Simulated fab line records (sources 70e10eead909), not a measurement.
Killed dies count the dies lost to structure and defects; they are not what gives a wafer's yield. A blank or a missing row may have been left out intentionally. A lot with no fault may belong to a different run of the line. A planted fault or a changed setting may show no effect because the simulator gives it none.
Problem report in the 8D (eight disciplines) form, filled by code -- flow nand-harc -- the parts of the form that need people (team, actions taken, sign-off) are left out

## 1. THE PROBLEM
On 3 wafers of 1 lot, exposure-dose-mJ-cm2 at NHARC_A_M1_EXPOSE_06 has a mean of 74.33; fault-free wafers read 75.13, standard deviation 0.073. Measured from the usual mean, that is -11 standard deviations.
The step: exposes mask A M1, target cd 120 nm.
Seen first at day 32 07:32 on arfi-scanner-03, wafer L307.1. The record has a number at this step for 36 wafers belonging to 12 lots. Rule for "out" (also "out of limits"): further than 4 standard deviations from the usual mean. All remaining wafers that have a number are taken as sound.

## 2. WHAT IT IS; WHAT IT IS NOT
question,is,is not
which readings at this step,exposure-dose-mJ-cm2,-
which lots,L307,"L286, L288, L289, L290, L293, L294, L295, L296, L297, L299, L308"
which wafers of those lots,all that have a number,-
read on which tools,arfi-scanner-03,"arfi-scanner-01, arfi-scanner-02"
when,from day 32 07:32,up to then (33 sound wafers)

## 3. SUSPECTS, AND WHAT RULES EACH OUT
Counting: a tool stays on the suspect list if, at a process step up to the reading, it processed all lots that are out and no sound lot following the first of them.
- rie-diel-07 at NHARC_A_M0_ETCH_15 (etches the open film in C4F8/Ar, target depth 150 nm, overetch 15 nm, time 82.5 s): kept. It ran the lot that is out, L307 (day 32 05:48), and no sound lot after that; its last sound lot up to then is L308 (day 31 21:04). With no start given for some of its lots, NHARC_A_M0_ETCH_15 uses the hours and lot order of NHARC_A_M0_CMP_23.
- pvd-sputter-02 at NHARC_A_M0_PRE_CLEAN_29 (time 30 s): kept. It ran the lot that is out, L307 (day 32 05:48), and no sound lot after that; its last sound lot up to then is L295 (day 27 00:02). With no start given for some of its lots, NHARC_A_M0_PRE_CLEAN_29 uses the hours and lot order of NHARC_A_M0_CMP_23.
- cmp-02 at NHARC_A_M0_CMP_23 (polishes, t overpolish 20 s, target thk 113.75 nm): kept. It ran the lot that is out, L307 (day 32 05:48), and no sound lot after that; its last sound lot up to then is L308 (day 31 21:04).
- arfi-scanner-03 at NHARC_A_M1_EXPOSE_06 (exposes mask A M1, target cd 120 nm): kept. It ran the lot that is out, L307 (day 32 07:32), and no sound lot after that; its last sound lot up to then is L297 (day 27 23:44). Its own exposure-dose-mJ-cm2 readings are out on those wafers.
Left after counting: rie-diel-07 at NHARC_A_M0_ETCH_15, pvd-sputter-02 at NHARC_A_M0_PRE_CLEAN_29, cmp-02 at NHARC_A_M0_CMP_23, arfi-scanner-03 at NHARC_A_M1_EXPOSE_06.

## 4. THE CAUSE (what the simulator had put in)
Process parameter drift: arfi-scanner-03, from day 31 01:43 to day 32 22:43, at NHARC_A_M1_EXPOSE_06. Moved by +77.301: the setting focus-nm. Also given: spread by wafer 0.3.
Of the 4 suspects that counting leaves, this tool is one.

## 5. SEQUENCE OF EFFECTS, ordered by route
One row per reading whose mean, taken over the struck wafers that have a number, lies over 3 standard deviations from the usual. Only readings whose record carries a usual standard deviation are examined. hours: median over the lots of the time between each lot's start at the first step of this table that gives one and its start at this step. sigmas: the change, counted in usual standard deviations.
hours,step,reading,usual,on struck wafers,change,sigmas
0,NHARC_A_M1_EXPOSE_06,exposure-dose-mJ-cm2,75.13,74.33,-0.80,-11
It contains these process steps:
- NHARC_A_M1_EXPOSE_06: exposes mask A M1, target cd 120 nm.
At these later measuring or inspecting steps, every struck wafer for which the step has a row has a number for every such reading, and none has moved that far: NHARC_END_SORT_01.

## 6. WHAT WOULD HAVE CAUGHT IT SOONER
30 hours passed between the start of the fault at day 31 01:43 and the first reading out of limits in this record, taken at day 32 07:32.
